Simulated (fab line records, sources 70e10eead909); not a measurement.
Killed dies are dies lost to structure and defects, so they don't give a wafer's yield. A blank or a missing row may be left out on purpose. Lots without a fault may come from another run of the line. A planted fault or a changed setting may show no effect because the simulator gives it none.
A struck lot beside a sound one | flow nand_harc | 14 steps out of a route of 1302
Sound: wafers L925.1, L925.4, L925.5. Struck: wafers L918.1, L918.2, L918.6. The cause comes at the end.
At each step with rows: each side's tool, then ch and its chambers, then its first start. Under that, the readings that differ: sound wafers | struck wafers | difference of the means | sigmas: that difference in standard deviations of wafers without a fault.
alike: readings whose means differ by less than 2 such deviations, and words and numbers that are the same on both sides. not compared: withheld readings, readings that some wafer has no value for, bounds like >300 that may hide the same value, and numbers for which the record gives no deviation and whose values overlap.
The two part at a step that has a row with sigmas, a row that says differs or no value, or rows on one side only. Numbers that don't overlap but have no deviation are shown without sigmas and don't part them. A reading that every wafer of one side lacks parts them only if that side has two wafers or more.

NHARC_P_CONTACT_INSPECT_14:
  sound on defect_inspect-02, day 14 13:57; struck on defect_inspect-02, day 11 22:18
  alike: raw_defect_count
NHARC_P_CONTACT_DESCUM_17: chemistry O2, time 3 s.
  sound on rie_diel-02 ch 0,1, day 14 14:01; struck on rie_diel-02 ch 1,2,3, day 11 22:23
  alike: chamber_pressure_mTorr, drypump_motor_current_A, oes_product_au, rf_vpp_V, showerhead_plenum_p_Torr, throttle_valve_pct
  not compared: rf_hours_counter_h
then, 1 step without rows for these wafers: NHARC_P_CONTACT_ETCH_35 (etches the open film in CF4, target depth 39 nm, time 65 s).
NHARC_P_CONTACT_ETCH_36: etches the open film in N2/H2, target depth 260 nm, time 406.25 s.
  sound on rie_diel-02 ch 0,2,3; struck on rie_diel-02 ch 0,2,3
  alike: chamber_pressure_mTorr, drypump_motor_current_A, oes_product_au, rf_vpp_V, showerhead_plenum_p_Torr, throttle_valve_pct
  not compared: rf_hours_counter_h
NHARC_P_CONTACT_ETCH_18: etches the open film in C4F8/O2/Ar, target depth 481 nm, time 240.5 s.
  sound on rie_diel-02 ch 2,3; struck on rie_diel-02 ch 0,1,3
  alike: chamber_pressure_mTorr, oes_product_au, rf_vpp_V
  not compared: rf_hours_counter_h
then, 2 steps without rows for these wafers: NHARC_P_CONTACT_STRIP_37 (strips in C4F8/O2/Ar); NHARC_P_CONTACT_ETCH_31 (etches the open film in CH3F/O2, target depth 30 nm, time 85.7 s).
NHARC_P_CONTACT_CD_MEAS_19:
  sound on cd_sem-03, day 14 14:53; struck on cd_sem-03, day 11 23:14
  alike: cd_nm
NHARC_P_CONTACT_STRIP_28: strips in O2.
  sound on rie_diel-02 ch 1,2,3, day 14 14:59; struck on rie_diel-08 ch 0,1,2, day 11 23:21
  alike: chamber_pressure_mTorr, drypump_motor_current_A, oes_product_au, rf_vpp_V, showerhead_plenum_p_Torr, throttle_valve_pct
  not compared: rf_hours_counter_h
then, 1 step without rows for these wafers: NHARC_P_CONTACT_STRIP_29 (strips in post etch residue remover, time 1200 s).
NHARC_P_CONTACT_DEGAS_38: time 60 s.
  sound on pvd_sputter-02, day 14 15:36; struck on pvd_sputter-02, day 11 23:58
  alike: heater_power_w
then, 1 step without rows for these wafers: NHARC_P_CONTACT_PRE_CLEAN_39 (time 19.5 s).
NHARC_P_CONTACT_PVD_32: deposits Ti, target thk 5 nm, time 17.7 s.
  sound on pvd_sputter-02, day 14 15:44; struck on pvd_sputter-02, day 12 00:04
  no value came back on the struck wafers for cathode_dc_power_W (W), chamber_pressure_pa (Pa), substrate_temp_c (C), throttle_valve_pct (%); on the sound wafers cathode_dc_power_W (W) reads 4999.8 4998.9 4999.5
then, 1 step without rows for these wafers: NHARC_P_CONTACT_ALD_22 (deposits TiN, target thk 3 nm, pulse time 1 s, ald cycles 150).

WHERE THEY PART
Only at NHARC_P_CONTACT_PVD_32, within this record.

WHY: what the simulator had put in
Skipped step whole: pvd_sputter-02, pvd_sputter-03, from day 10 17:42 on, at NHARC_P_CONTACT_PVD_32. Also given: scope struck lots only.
